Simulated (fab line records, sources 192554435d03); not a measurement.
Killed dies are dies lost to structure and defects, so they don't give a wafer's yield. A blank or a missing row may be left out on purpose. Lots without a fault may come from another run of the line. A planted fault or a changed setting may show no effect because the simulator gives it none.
One fault seen from 3 desks | flow n5_finfet | each desk has only its own numbers; what lay behind them comes last

THE DEFECT DESK
What the inspections along the route counted, lot by lot: means of the sampled wafers that have a number. A lot is out of limits, marked OUT, if its mean lies more than 4 standard deviations from the usual mean; the brackets give that distance.
Columns: A = raw_defect_count at N5_HKMG_FIN_INSPECT_14, usual 1.9
lot  | first seen here | A
L860 | day 5 02:59     | 2.0
L861 | day 5 04:00     | 2.3
L870 | day 7 11:28     | 2.0
L872 | day 8 02:17     | 2.7
L875 | day 8 13:23     | 1.3
L878 | day 9 08:45     | 3.3
This desk's finding: nothing out of limits on any of the 6 lots.

THE METROLOGY DESK
What the gauges read, lot by lot, whatever tool the lot ran on: means of the sampled wafers that have a number. A lot is out of limits, marked OUT, if its mean lies more than 4 standard deviations from the usual mean; the brackets give that distance. Of its 12 readings 7 are shown: those that lie furthest out on some lot.
Columns: A = DIBL_P at N5_BEOL_M4_RC_MEAS_101, usual 36.4 mV/V; B = IOFF_N at N5_BEOL_M4_RC_MEAS_101, usual 0.16 nA/um; C = IOFF_P at N5_BEOL_M4_RC_MEAS_101, usual 0.22 nA/um; D = ION_N at N5_BEOL_M4_RC_MEAS_101, usual 672 uA/um; E = SS_N at N5_BEOL_M4_RC_MEAS_101, usual 71.6 mV/dec; F = VT_N at N5_BEOL_M4_RC_MEAS_101, usual 250 mV; G = VT_P at N5_BEOL_M4_RC_MEAS_101, usual -250 mV
lot  | first seen here | A    | B    | C    | D   | E    | F   | G
L860 | day 5 02:56     | 36.6 | 0.19 | 0.23 | 673 | 72.0 | 250 | -249
L861 | day 5 03:56     | 39.9 | 0.20 | 0.25 | 686 | 71.7 | 246 | -249
L870 | day 7 11:25     | 34.9 | 0.13 | 0.19 | 662 | 71.3 | 256 | -254
L872 | day 8 02:14     | 33.2 | 0.14 | 0.22 | 666 | 71.0 | 253 | -244
L875 | day 8 13:20     | 35.8 | 0.17 | 0.22 | 678 | 71.4 | 247 | -249
L878 | day 9 08:41     | 31.8 | 0.11 | 0.16 | 669 | 70.5 | 254 | -252
This desk's finding: nothing out of limits on any of the 6 lots.

THE TOOL OWNER'S DESK: rie_diel-03
The tool's own readings at N5_HKMG_FIN_ETCH_32 (etches SOC in N2/H2, target depth 240 nm, time 300 s): means of the sampled wafers that have a number, for each lot that ran on this tool. A lot is out of limits, marked OUT, if its mean lies more than 4 standard deviations from the usual mean; the brackets give that distance.
Columns: A = bias_w at N5_HKMG_FIN_ETCH_32, usual 150.0 W; B = drypump_motor_current_A at N5_HKMG_FIN_ETCH_32, usual 6.0 A; C = oes_product_au at N5_HKMG_FIN_ETCH_32, usual 0.79 a.u.; D = rf_vpp_V at N5_HKMG_FIN_ETCH_32, usual 524.7 V; E = showerhead_plenum_p_Torr at N5_HKMG_FIN_ETCH_32, usual 2.57 Torr; F = throttle_valve_pct at N5_HKMG_FIN_ETCH_32, usual 17.80 %
lot  | first seen here | A                | B   | C    | D     | E    | F
L860 | day 5 03:07     | 149.9            | 6.0 | 0.80 | 527.1 | 2.67 | 17.55
L870 | day 7 12:05     | 152.1 (+5.1) OUT | 6.2 | 0.84 | 530.5 | 2.64 | 17.70
L872 | day 8 02:25     | 151.8 (+4.2) OUT | 6.1 | 0.83 | 531.3 | 2.64 | 17.58
This desk's finding: out of limits on L870, L872; first on L870, day 7 12:05 (bias_w at N5_HKMG_FIN_ETCH_32). In limits: L860.

PUT TOGETHER
The tool owner's desk could have raised an alarm at day 7 12:05, on L870, L872.
The defect desk saw nothing out of limits.
The metrology desk saw nothing out of limits.
The defect desk has L870, L872 on record, within its limits.
The metrology desk has L870, L872 on record, within its limits.
Of the lots named, all ran N5_HKMG_FIN_ETCH_32 on rie_diel-03.

WHAT THE SIMULATOR HAD PUT IN
Process parameter drift: rie_diel-03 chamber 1, from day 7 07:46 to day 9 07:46, at N5_HKMG_FIN_ETCH_32. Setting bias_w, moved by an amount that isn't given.
Lots struck among those shown: L870, L872.
Hours from the fault's start to each desk's first reading out of limits: the tool owner's desk, 4.
